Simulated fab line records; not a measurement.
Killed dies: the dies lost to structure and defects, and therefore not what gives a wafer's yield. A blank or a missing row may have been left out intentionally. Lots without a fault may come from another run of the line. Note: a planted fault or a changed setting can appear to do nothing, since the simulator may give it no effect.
Split-lot experiment -- flow n5 finfet -- 21 wafers read from 7 lots, route of 1938 steps

== ON THE SPLIT ==
At N5_PMOS_HMC_CHANNEL_EPI_PEB_07 (peb time 60 s), the setting peb time s was moved away from the recipe's 60 s on 7 of the 21 wafers read, by -11.8% to +16.9%. All remaining wafers had this setting at the recipe value.

== FROM THE SPLIT TO THE READING: what the file shows between them, 1 step ==
- N5_PMOS_HMC_CHANNEL_EPI_DEVELOP_08: develop time 30 s

== THE READING ==
cd nm, in nm, at N5_PMOS_HMC_CHANNEL_EPI_CD_MEAS_09 (target cd 237.4 nm). Typical for fault-free wafers on this fab line: 237.0 nm, with standard deviation 0.77 nm.

wafer,"tool, chamber at the split","peb time s as run, s",against the recipe,"cd nm, nm",against lot-mates on the recipe
L076.2,"litho track-01, 0",60,recipe,237.4,-
L076.4,"litho track-01, 0",52.94,-11.8%,231.9,-5.5
L076.5,"litho track-01, 0",52.94,-11.8%,231.7,-5.7
L083.3,"litho track-01, 0",60,recipe,237.2,-
L083.4,"litho track-01, 0",68.25,+13.7%,242.5,+5.3
L083.5,"litho track-01, 0",68.25,+13.7%,241.8,+4.6
L085.3,"litho track-04, 0",60,recipe,233.3,-
L085.4,"litho track-04, 0",66.28,+10.5%,236.9,+3.6
L085.5,"litho track-04, 0",66.28,+10.5%,237.1,+3.8
L086.1,"litho track-01, 0",60,recipe,230.5,-
L086.3,"litho track-01, 0",70.11,+16.9%,241.8,+8.5
L086.5,"litho track-01, 0",60,recipe,236.1,-
L089.1,"litho track-05, 0",60,recipe,236.8,-
L089.3,"litho track-05, 0",60,recipe,236.6,-
L089.4,"litho track-05, 0",60,recipe,237.4,-
L088.2,"litho track-04, 0",60,recipe,233.9,-
L088.3,"litho track-04, 0",60,recipe,237.1,-
L088.6,"litho track-04, 0",60,recipe,236.9,-
L095.2,"litho track-01, 0",60,recipe,237.8,-
L095.3,"litho track-01, 0",60,recipe,237.8,-
L095.5,"litho track-01, 0",60,recipe,237.5,-

THE FIT
A straight line over all 21 wafers: cd nm changes by +0.334 nm for each +1% of peb time s; r = +0.78; the points scatter about the line by 2 nm.
The same after taking each lot's own level away (the mean of its wafers on the recipe; 21 wafers): +0.427 nm for each +1%; r = +0.94; scatter 1.2 nm.
According to that fit, moving peb time s by its largest amount changes the reading by 7.2 nm.
From 233.30 to 237.70 nm: that is the span of the lots' own levels, equal to 5.7 times the standard deviation above.
So the lot-to-lot level blurs the effect unless lot-mates are compared.
Check: +6.56 nm against its lot-mates is what the line predicts for one of the wafers moved furthest among these (+16.9%) when that wafer is left out of the fit. It came out at +8.5 nm against them.

== OTHER SPLITS ON THESE WAFERS ==
Other splits were also applied to these wafers ahead of the reading. Each is held against what the fit with the lots' levels taken away leaves over:
other split on the same wafers,wafers away from the commonest value,r with cd nm (lot level and that fit taken away)
N5_ZERO_LAYER_COAT_05 spin rpm,5,-0.09
N5_ZERO_LAYER_EXPOSE_08 dose mj,5,+0.15
N5_PMOS_HMC_CHANNEL_EPI_EXPOSE_06 dose mj,5,+0.56

== THE WHOLE CHAIN: every reading that the file lists as answering this split, in the file's order ==
step,what it does,reading,change (the file's fit),r (the file's)
N5_PMOS_HMC_CHANNEL_EPI_CD_MEAS_09,target cd 237.4 nm,cd nm,+0.439 nm for each +1% of the setting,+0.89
N5_PMOS_HMC_CHANNEL_EPI_DESCUM_14,"chemistry O2, time 7.9 s","PMOS_HMC_CHANNEL_EPI.cd nm (the simulator's own value, which no gauge read)",+0.432 nm for each +1% of the setting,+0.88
N5_PMOS_HMC_CHANNEL_EPI_ETCH_32,"etches BARC in N2/H2, stops on SiO2, target depth 85.8 nm, time 50.3 s","PMOS_HMC_CHANNEL_EPI.cd nm (the simulator's own value, which no gauge read)",+0.471 nm for each +1% of the setting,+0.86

== THE FILE'S OWN FIT ==
cd nm changes by +0.439 nm for each +1% of peb time s, r = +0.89.
